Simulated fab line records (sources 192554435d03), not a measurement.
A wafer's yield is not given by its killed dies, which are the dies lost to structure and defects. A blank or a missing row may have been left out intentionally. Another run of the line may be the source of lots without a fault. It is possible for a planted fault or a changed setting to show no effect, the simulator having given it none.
Which tool was responsible? :: flow n5-finfet :: 12 lots, 36 wafers sampled, at 5 steps of a route of 1938

== WHAT EACH GAUGE READ, for each wafer ==
N5_BEOL_M1_THK_MEAS_53: measures by xrf.
lot: L075
measured: day 6 21:15
on: film-metro-02
M1_THK (nm): 42.4 41.7 42.7

lot: L077
measured: day 7 02:56
on: film-metro-02
M1_THK (nm): 38.9 40.9 41.6

lot: L079
measured: day 7 19:02
on: film-metro-01
M1_THK (nm): 38.7 38.7 39.3

lot: L081
measured: day 8 03:57
on: film-metro-02
M1_THK (nm): 39.4 40.2 39.7

lot: L083
measured: day 8 14:22
on: film-metro-01
M1_THK (nm): 37.0 38.9 38.6

lot: L085
measured: day 9 06:18
on: film-metro-01
M1_THK (nm): 38.7 37.8 41.3

lot: L087
measured: day 9 21:10
on: film-metro-02
M1_THK (nm): 38.7 39.9 40.1

lot: L090
measured: day 10 06:45
on: film-metro-02
M1_THK (nm): 41.6 40.2 40.5

lot: L091
measured: day 10 13:11
on: film-metro-01
M1_THK (nm): 37.5 39.1 37.9

lot: L093
measured: day 11 05:15
on: film-metro-02
M1_THK (nm): 39.3 41.4 41.3

lot: L095
measured: day 11 15:44
on: film-metro-02
M1_THK (nm): 39.5 38.5 41.0

lot: L097
measured: day 12 02:41
on: film-metro-02
M1_THK (nm): 39.9 40.2 41.3

== WHICH TOOL RAN EACH LOT (tool, then ch and the chambers of the sampled wafers, then the start) ==
lot: L075
N5_BEOL_M0_ANNEAL_133: pvd-sputter-03, day 6 10:48
N5_BEOL_M1_ILD_DEP_00: pecvd-02 ch 0,1,2, day 6 12:07
N5_BEOL_M1_ETCHBACK_99: rie-diel-03 ch 0,2,3, day 6 16:58
N5_BEOL_M1_ANNEAL_51: rtp-anneal-01 ch 0, day 6 20:48

lot: L077
N5_BEOL_M0_ANNEAL_133: pvd-sputter-01, day 6 17:28
N5_BEOL_M1_ILD_DEP_00: pecvd-01 ch 0,1, day 6 18:47
N5_BEOL_M1_ETCHBACK_99: rie-diel-03 ch 0,1,2, day 6 23:02
N5_BEOL_M1_ANNEAL_51: rtp-anneal-02 ch 0, day 7 02:20

lot: L079
N5_BEOL_M0_ANNEAL_133: pvd-sputter-03, day 7 06:52
N5_BEOL_M1_ILD_DEP_00: pecvd-01 ch 0,1, day 7 08:10
N5_BEOL_M1_ETCHBACK_99: rie-diel-03 ch 0,1,3, day 7 13:05
N5_BEOL_M1_ANNEAL_51: rtp-anneal-02 ch 0, day 7 18:26

lot: L081
N5_BEOL_M0_ANNEAL_133: pvd-sputter-03, day 7 19:11
N5_BEOL_M1_ILD_DEP_00: pecvd-01 ch 1,2, day 7 20:28
N5_BEOL_M1_ETCHBACK_99: rie-diel-01 ch 0,2, day 7 23:54
N5_BEOL_M1_ANNEAL_51: rtp-anneal-01 ch 0, day 8 03:24

lot: L083
N5_BEOL_M0_ANNEAL_133: pvd-sputter-02, day 8 04:02
N5_BEOL_M1_ILD_DEP_00: pecvd-02 ch 0,1, day 8 05:20
N5_BEOL_M1_ETCHBACK_99: rie-diel-01 ch 1,2,3, day 8 09:57
N5_BEOL_M1_ANNEAL_51: rtp-anneal-01 ch 0, day 8 13:49

lot: L085
N5_BEOL_M0_ANNEAL_133: pvd-sputter-03, day 8 19:46
N5_BEOL_M1_ILD_DEP_00: pecvd-01 ch 0,1,2, day 8 21:03
N5_BEOL_M1_ETCHBACK_99: rie-diel-04 ch 0,2,3, day 9 01:47
N5_BEOL_M1_ANNEAL_51: rtp-anneal-01 ch 0, day 9 05:46

lot: L087
N5_BEOL_M0_ANNEAL_133: pvd-sputter-03, day 9 04:16
N5_BEOL_M1_ILD_DEP_00: pecvd-04 ch 0,1,2, day 9 05:35
N5_BEOL_M1_ETCHBACK_99: rie-diel-03 ch 0,1, day 9 15:32
N5_BEOL_M1_ANNEAL_51: rtp-anneal-01 ch 0, day 9 20:33

lot: L090
N5_BEOL_M0_ANNEAL_133: pvd-sputter-03, day 9 21:14
N5_BEOL_M1_ILD_DEP_00: pecvd-02 ch 0,2, day 9 22:57
N5_BEOL_M1_ETCHBACK_99: rie-diel-04 ch 1,2, day 10 02:22
N5_BEOL_M1_ANNEAL_51: rtp-anneal-02 ch 0, day 10 06:12

lot: L091
N5_BEOL_M0_ANNEAL_133: pvd-sputter-01, day 10 03:55
N5_BEOL_M1_ILD_DEP_00: pecvd-04 ch 0,1, day 10 05:28
N5_BEOL_M1_ETCHBACK_99: rie-diel-01 ch 0,1,2, day 10 08:52
N5_BEOL_M1_ANNEAL_51: rtp-anneal-01 ch 0, day 10 12:38

lot: L093
N5_BEOL_M0_ANNEAL_133: pvd-sputter-03, day 10 15:26
N5_BEOL_M1_ILD_DEP_00: pecvd-04 ch 1,2, day 10 16:54
N5_BEOL_M1_ETCHBACK_99: rie-diel-01 ch 0,3, day 11 01:23
N5_BEOL_M1_ANNEAL_51: rtp-anneal-01 ch 0, day 11 04:45

lot: L095
N5_BEOL_M0_ANNEAL_133: pvd-sputter-01, day 11 04:44
N5_BEOL_M1_ILD_DEP_00: pecvd-01 ch 0,1,2, day 11 06:05
N5_BEOL_M1_ETCHBACK_99: rie-diel-04 ch 1,2,3, day 11 11:46
N5_BEOL_M1_ANNEAL_51: rtp-anneal-02 ch 0, day 11 15:11

lot: L097
N5_BEOL_M0_ANNEAL_133: pvd-sputter-02, day 11 12:43
N5_BEOL_M1_ILD_DEP_00: pecvd-04 ch 0,1, day 11 14:20
N5_BEOL_M1_ETCHBACK_99: rie-diel-04 ch 0,1, day 11 20:58
N5_BEOL_M1_ANNEAL_51: rtp-anneal-02 ch 0, day 12 02:10
- N5_BEOL_M0_ANNEAL_133: time 60 s.
- N5_BEOL_M1_ILD_DEP_00: deposits SiOC from DEMS/O2, target thk 79 nm, time 15.3 s.
- N5_BEOL_M1_ETCHBACK_99: etches SiO2 in CHF3, target depth 5 nm, time 10.4 s.
- N5_BEOL_M1_ANNEAL_51: time 90 s.

== THE ANSWER, worked out from the rows above alone ==
Rule: the usual values come from the lots themselves. Put in order of their means at a reading, lots are off if they are a third of the lots or fewer, leave a main group of 4 or more, and stand apart from it by a gap of 3 or more times the standard deviation of the main group's means; of several such gaps the widest counts. A main group whose means are all the same, to the digits that the tables above print for the reading, isn't used. Also off: a lot with no number at a reading for which 4 or more lots have one. Any other lot the step has rows for is counted as sound.
No lot is off at any reading shown: from this, nothing can be told.

== WHAT WAS PUT IN BY THE SIMULATOR ==
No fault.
